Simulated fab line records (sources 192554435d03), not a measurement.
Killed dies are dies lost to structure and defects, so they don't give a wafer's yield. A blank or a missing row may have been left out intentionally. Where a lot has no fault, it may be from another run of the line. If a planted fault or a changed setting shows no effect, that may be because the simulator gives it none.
Split-lot trial ; flow n5-finfet ; on a route of 1938 steps: 7 lots, 21 wafers read

SPLIT DETAILS
At N5_BEOL_M0_SAQP_PECVD_96 (deposits a-Si from SiH4/He, target thk 45 nm, time 45.2 s), the setting time-s was moved away from the recipe's 45.2 s on 9 of the 21 wafers read, by -8.7% to +11.4%. For the rest of the wafers, this setting stayed at what the recipe calls for.

FROM THE SPLIT TO THE READING: what the file shows between them, 5 steps
- N5_BEOL_M0_SAQP_COAT_08: resist thk 90 nm (also split here: spin-rpm)
- N5_BEOL_M0_SAQP_EBR_10
- N5_BEOL_M0_SAQP_SOFTBAKE_09: time 60 s
- N5_BEOL_M0_SAQP_ETCH_101: etches SiNx in CH3F/O2, target depth 29.9 nm, time 42.7 s
- N5_BEOL_M0_SAQP_ETCH_102: etches SiO2 in CF4, target depth 4 nm, time 4.4 s

THE READING
oes-product-au, in a.u., at N5_BEOL_M0_SAQP_MANDREL_ETCH_103 (etches a-Si in HBr/Cl2, stops on SiCN, target depth 45 nm, bt time 10 s, time 27 s). On this fab line, fault-free wafers typically give 0.679 a.u. with a standard deviation of 0.012 a.u.

wafer;tool, chamber at the split;time-s as run, s;against the recipe;oes-product-au, a.u.;against lot-mates on the recipe
L074.2;pecvd-03, 0;45.2;recipe;0.679;-
L074.5;pecvd-03, 0;45.2;recipe;0.694;-
L074.6;pecvd-03, 2;49.44;+9.4%;0.728;+0.041
L082.1;pecvd-02, 1;41.25;-8.7%;0.645;-0.020
L082.3;pecvd-02, 2;45.2;recipe;0.665;-
L082.5;pecvd-02, 1;41.25;-8.7%;0.646;-0.019
L089.2;pecvd-02, 2,0;48.58;+7.5%;0.716;+0.023
L089.3;pecvd-02, 2,0;48.58;+7.5%;0.707;+0.014
L089.5;pecvd-02, 0;45.2;recipe;0.693;-
L090.3;pecvd-01, 1;50.36;+11.4%;0.714;+0.033
L090.5;pecvd-01, 2,0;45.2;recipe;0.670;-
L090.6;pecvd-01, 2,0;45.2;recipe;0.692;-
L093.1;pecvd-02, 0;45.2;recipe;0.685;-
L093.4;pecvd-02, 0;45.2;recipe;0.668;-
L093.6;pecvd-02, 1;48.2;+6.6%;0.711;+0.034
L094.1;pecvd-02, 0,1;41.87;-7.4%;0.651;-0.052
L094.3;pecvd-02, 0,1;41.87;-7.4%;0.660;-0.043
L094.4;pecvd-02, 2;45.2;recipe;0.703;-
L097.1;pecvd-02, 2,1,2;45.2;recipe;0.687;-
L097.3;pecvd-02, 2,1,2;45.2;recipe;0.692;-
L097.4;pecvd-02, 2,1,2;45.2;recipe;0.681;-
When a row names more than one chamber, that row covers several wafers, and the file does not tell which wafer ran in which chamber.

FIT RESULTS
A straight line over all 21 wafers: oes-product-au changes by +0.00385 a.u. for each +1% of time-s; r = +0.91; the points scatter about the line by 0.01 a.u.
The same after taking each lot's own level away (the mean of its wafers on the recipe; 21 wafers): +0.00366 a.u. for each +1%; r = +0.89; scatter 0.011 a.u.
On that fit, the largest move of time-s shifts the reading by 0.042 a.u.
Measured against the standard deviation above, the lots' own levels, which go from 0.6650 to 0.7030 a.u., span 3.2 times it.
So the lot-to-lot level changes the slope little: the two slopes agree.
Check: for one of the wafers moved furthest among these (+11.4%), held out of the fit, the line's prediction against its lot-mates is +0.0429 a.u. Against them it came out at +0.033 a.u.

OTHER SPLITS ON THESE WAFERS
Note: prior to the reading, these wafers also went through further splits. Each is held against what the fit with the lots' levels taken away leaves over:
other split on the same wafers;wafers away from the commonest value;r with oes-product-au (lot level and that fit taken away)
N5_HKMG_FIN_ETCH_54 bias-w;8;-0.39
N5_GATE_CUT_COAT_27 spin-rpm;7;-0.18
N5_GATE_CUT_EXPOSE_10 dose-mj;7;-0.59
N5_MOL_CONTACT_COAG_CONTACT_ETCH_14 time-s;9;-0.38
N5_MOL_CONTACT_COAG_EXPOSE_81 dose-mj;7;+0.24
N5_MOL_CONTACT_COAG_ETCH_91 time-s;8;+0.11
N5_BEOL_M0_SAQP_COAT_08 spin-rpm;6;-0.42

THE FILE'S OWN FIT
oes-product-au changes by +0.00369 a.u. for each +1% of time-s, r = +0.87.
